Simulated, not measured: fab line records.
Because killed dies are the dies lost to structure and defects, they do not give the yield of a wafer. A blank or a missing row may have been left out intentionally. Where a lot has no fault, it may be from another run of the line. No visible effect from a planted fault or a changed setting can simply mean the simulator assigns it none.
The tool behind it: which one? | flow nand harc | 37 wafers from 13 lots sampled at 5 of the route's 1302 steps

== WHAT EACH GAUGE READ, for each wafer ==
NHARC_END_SORT_01. Usual: killed at array 55, standard deviation 23; killed at other 1.0, standard deviation 1.2; killed at periphery 3.2, standard deviation 2.7; killed dies 59, standard deviation 23; killed open 3.1, standard deviation 1.6; killed short 2.2, standard deviation 1.5.
lot  | measured     | on        | killed at array | killed at other | killed at periphery | killed dies | killed open | killed short | flag
L669 | day 25 18:49 | prober-02 | 25 18 25        | 2 1 2           | 1 0 1               | 28 19 28    | 2 3 2       | 0 1 2        |
L676 | day 29 02:59 | prober-02 | 100 94          | 3 0             | 3 4                 | 106 98      | 5 4         | 1 0          |

== TOOL THAT RAN EACH LOT (tool first, then ch and the chambers of the sampled wafers, then the start) ==
lot  | NHARC_A_SLIT_DESCUM_14             | NHARC_A_WL_FILL_ALD_00           | NHARC_A_WL_FILL_RTA_01           | NHARC_A_WL_FILL_ETCHBACK_05
L666 | rie diel-04 ch 2,3, day 20 04:23   | ald hk-02 ch 0,3, day 20 17:23   | rtp anneal-02 ch 0, day 20 17:41 | rie metal-02 ch 0,1, day 20 19:15
L667 | rie diel-10 ch 1,3, day 20 04:32   | ald hk-04 ch 1,2, day 20 17:23   | rtp anneal-01 ch 0, day 20 17:41 | rie metal-01 ch 0, day 20 18:56
L665 | rie diel-05 ch 1,2,3, day 20 06:07 | ald hk-03 ch 1,2,3, day 20 21:12 | rtp anneal-02 ch 0, day 20 21:26 | rie metal-03 ch 0,1, day 20 22:42
L669 | rie diel-05 ch 0,1,2, day 21 01:59 | ald hk-02 ch 0,2, day 21 15:05   | rtp anneal-01 ch 0, day 21 15:24 | rie metal-02 ch 0,1, day 21 16:42
L674 | rie diel-10 ch 2,3, day 23 12:25   | ald hk-04 ch 0,2, day 24 04:56   | rtp anneal-01 ch 0, day 24 05:07 | rie metal-02 ch 1, day 24 06:23
L676 | rie diel-10 ch 1,3, day 24 09:49   | ald hk-04 ch 0,2, day 24 22:51   | rtp anneal-02 ch 0, day 24 23:07 | rie metal-03 ch 1, day 25 00:22
L677 | rie diel-10 ch 2,3, day 24 18:27   | ald hk-04 ch 1,2, day 25 07:29   | rtp anneal-02 ch 0, day 25 07:49 | rie metal-02 ch 0,1, day 25 09:06
L679 | rie diel-04 ch 0,2, day 25 09:51   | ald hk-03 ch 0,1, day 26 00:23   | rtp anneal-02 ch 0, day 26 00:40 | rie metal-02 ch 0,1, day 26 01:55
L684 | rie diel-05 ch 2,3, day 27 15:40   | ald hk-03 ch 0,1,2, day 28 04:49 | rtp anneal-02 ch 0, day 28 05:05 | rie metal-02 ch 0,1, day 28 06:31
L683 | rie diel-05 ch 1,2,3, day 27 18:14 | ald hk-04 ch 0,1,3, day 28 08:29 | rtp anneal-02 ch 0, day 28 08:43 | rie metal-03 ch 0,1, day 28 09:58
L686 | rie diel-10 ch 0, day 28 12:32     | ald hk-04 ch 1,2,3, day 29 02:15 | rtp anneal-02 ch 0, day 29 02:32 | rie metal-02 ch 0,1, day 29 03:53
L688 | rie diel-05 ch 1,2,3, day 28 17:15 | ald hk-02 ch 0,2,3, day 29 06:42 | rtp anneal-02 ch 0, day 29 06:59 | rie metal-03 ch 0,1, day 29 08:14
L687 | rie diel-10 ch 0,3, day 28 18:34   | ald hk-02 ch 1,2, day 29 06:34   | rtp anneal-01 ch 0, day 29 06:53 | rie metal-01 ch 0,1, day 29 08:05
- NHARC_A_SLIT_DESCUM_14: chemistry O2, time 3 s.
- NHARC_A_WL_FILL_ALD_00: deposits Al2O3, target thk 3 nm, pulse time 3 s, ald cycles 30.
- NHARC_A_WL_FILL_RTA_01: time 5 s.
- NHARC_A_WL_FILL_ETCHBACK_05: etches the open film in Cl2/BCl3, target depth 22 nm, time 60 s.

== WHAT THE TOOLS THEMSELVES READ (means of the sampled wafers that have a number; where no wafer has one, the mark that the record gives instead) ==
NHARC_A_SLIT_DESCUM_14. Usual: drypump motor current A 5.8 A, standard deviation 0.44; oes product au 0.996 a.u., standard deviation 0.0098; rf vpp V 57.9 V, standard deviation 0.95; showerhead plenum p Torr 1.93 Torr, standard deviation 0.082; throttle valve pct 11.310 %, standard deviation 0.0098.
lot  | tool        | drypump motor current A (A) | oes product au (a.u.) | rf vpp V (V) | showerhead plenum p Torr (Torr) | throttle valve pct (%) | flag
L666 | rie diel-04 | 6.2                         | 0.997                 | 58.2         | 1.96                            | 11.309                 |
L667 | rie diel-10 | 5.8                         | 1.007                 | 57.9         | 1.96                            | 11.314                 |
L665 | rie diel-05 | 6.0                         | 0.992                 | 58.5         | 1.96                            | 11.319                 |
L669 | rie diel-05 | 6.0                         | 0.988                 | 57.6         | 1.96                            | 11.313                 |
L674 | rie diel-10 | 5.7                         | 1.006                 | 58.1         | 2.01                            | 11.304                 |
L676 | rie diel-10 | 5.6                         | 0.998                 | 58.8         | 1.94                            | 11.309                 |
L677 | rie diel-10 | 5.6                         | 1.002                 | 58.1         | 2.01                            | 11.312                 |
L679 | rie diel-04 | 6.1                         | 0.989                 | 57.8         | 1.92                            | 11.316                 |
L684 | rie diel-05 | 5.9                         | 0.986                 | 58.8         | 2.00                            | 11.308                 |
L683 | rie diel-05 | 6.0                         | 0.992                 | 57.8         | 1.96                            | 11.312                 |
L686 | rie diel-10 | 5.5                         | 0.995                 | 56.9         | 1.79                            | 11.310                 |
L688 | rie diel-05 | 6.1                         | 0.992                 | 58.3         | 1.96                            | 11.310                 |
L687 | rie diel-10 | 5.6                         | 1.002                 | 58.2         | 1.86                            | 11.317                 |

NHARC_A_WL_FILL_ALD_00. Usual: heater power outer w 250 W, standard deviation 24; heater power w 446 W, standard deviation 40; precursor pulse height rel 1.001, standard deviation 0.019.
lot  | tool      | heater power outer w (W) | heater power w (W) | precursor pulse height rel | flag
L666 | ald hk-02 | 274                      | 472                | 1.004                      |
L667 | ald hk-04 | 233                      | 430                | 1.010                      |
L665 | ald hk-03 | 247                      | 428                | 1.014                      |
L669 | ald hk-02 | 252                      | 427                | 1.007                      |
L674 | ald hk-04 | 232                      | 424                | 0.987                      |
L676 | ald hk-04 | 232                      | 435                | 0.991                      |
L677 | ald hk-04 | 240                      | 442                | 1.013                      |
L679 | ald hk-03 | 268                      | 470                | 0.996                      |
L684 | ald hk-03 | 252                      | 449                | 0.999                      |
L683 | ald hk-04 | 243                      | 439                | 0.983                      |
L686 | ald hk-04 | 248                      | 462                | 0.984                      |
L688 | ald hk-02 | 268                      | 468                | 0.989                      |
L687 | ald hk-02 | 237                      | 424                | 1.016                      |

NHARC_A_WL_FILL_RTA_01. Usual: lamp power pct 27.7 %, standard deviation 1.2; wafer_temp_C_max 1004.0, standard deviation 0.81.
lot  | tool          | lamp power pct (%) | wafer_temp_C_max | flag
L666 | rtp anneal-02 | 26.8               | 1004.3           |
L667 | rtp anneal-01 | 29.2               | 1003.6           |
L665 | rtp anneal-02 | 26.8               | 1003.5           |
L669 | rtp anneal-01 | 29.2               | 1003.7           |
L674 | rtp anneal-01 | 29.2               | 1003.1           |
L676 | rtp anneal-02 | 26.8               | 1004.1           |
L677 | rtp anneal-02 | 26.8               | 1003.9           |
L679 | rtp anneal-02 | 26.8               | 1003.7           |
L684 | rtp anneal-02 | 26.8               | 1004.4           |
L683 | rtp anneal-02 | 26.8               | 1004.7           |
L686 | rtp anneal-02 | 26.8               | 1004.2           |
L688 | rtp anneal-02 | 26.8               | 1004.0           |
L687 | rtp anneal-01 | 29.2               | 1003.5           |

NHARC_A_WL_FILL_ETCHBACK_05. Usual: drypump motor current A 5.48 A, standard deviation 0.28; oes product au 1.007 a.u., standard deviation 0.011; temp c 40.01 C, standard deviation 0.11.
lot  | tool         | drypump motor current A (A) | oes product au (a.u.) | temp c (C) | flag
L666 | rie metal-02 | 5.45                        | 1.016                 | 40.01      |
L667 | rie metal-01 | 5.31                        | 1.005                 | 40.05      |
L665 | rie metal-03 | 5.68                        | 1.002                 | 40.03      |
L669 | rie metal-02 | 5.44                        | 1.010                 | 39.89      |
L674 | rie metal-02 | 5.23                        | 1.017                 | 40.20      |
L676 | rie metal-03 | 5.83                        | 0.996                 | 40.11      |
L677 | rie metal-02 | 5.43                        | 1.012                 | 40.05      |
L679 | rie metal-02 | 5.42                        | 1.010                 | 40.03      |
L684 | rie metal-02 | 5.63                        | 1.008                 | 39.99      |
L683 | rie metal-03 | 5.49                        | 1.011                 | 40.06      |
L686 | rie metal-02 | 5.61                        | 1.018                 | 40.00      |
L688 | rie metal-03 | 5.67                        | 1.003                 | 40.09      |
L687 | rie metal-01 | 5.15                        | 0.993                 | 40.12      |

== THE ANSWER, worked out from the rows above alone ==
Rule: a lot is off if the mean of its wafers that have a number lies more than 3 standard deviations from the usual mean. A lot without any number at a reading at which 4 lots or more have one is off too. All remaining lots with rows at the step are treated as sound. Order of review: gauges by route order, followed by the tools' own readings, for which a lot's mean as printed above is used. The first step at which some lot is off is used, and at that step the reading that is off furthest; a lot without a number counts as furthest.
No lot is off on any of the readings shown, so nothing can be concluded from this.

== WHAT THE SIMULATOR PUT IN ==
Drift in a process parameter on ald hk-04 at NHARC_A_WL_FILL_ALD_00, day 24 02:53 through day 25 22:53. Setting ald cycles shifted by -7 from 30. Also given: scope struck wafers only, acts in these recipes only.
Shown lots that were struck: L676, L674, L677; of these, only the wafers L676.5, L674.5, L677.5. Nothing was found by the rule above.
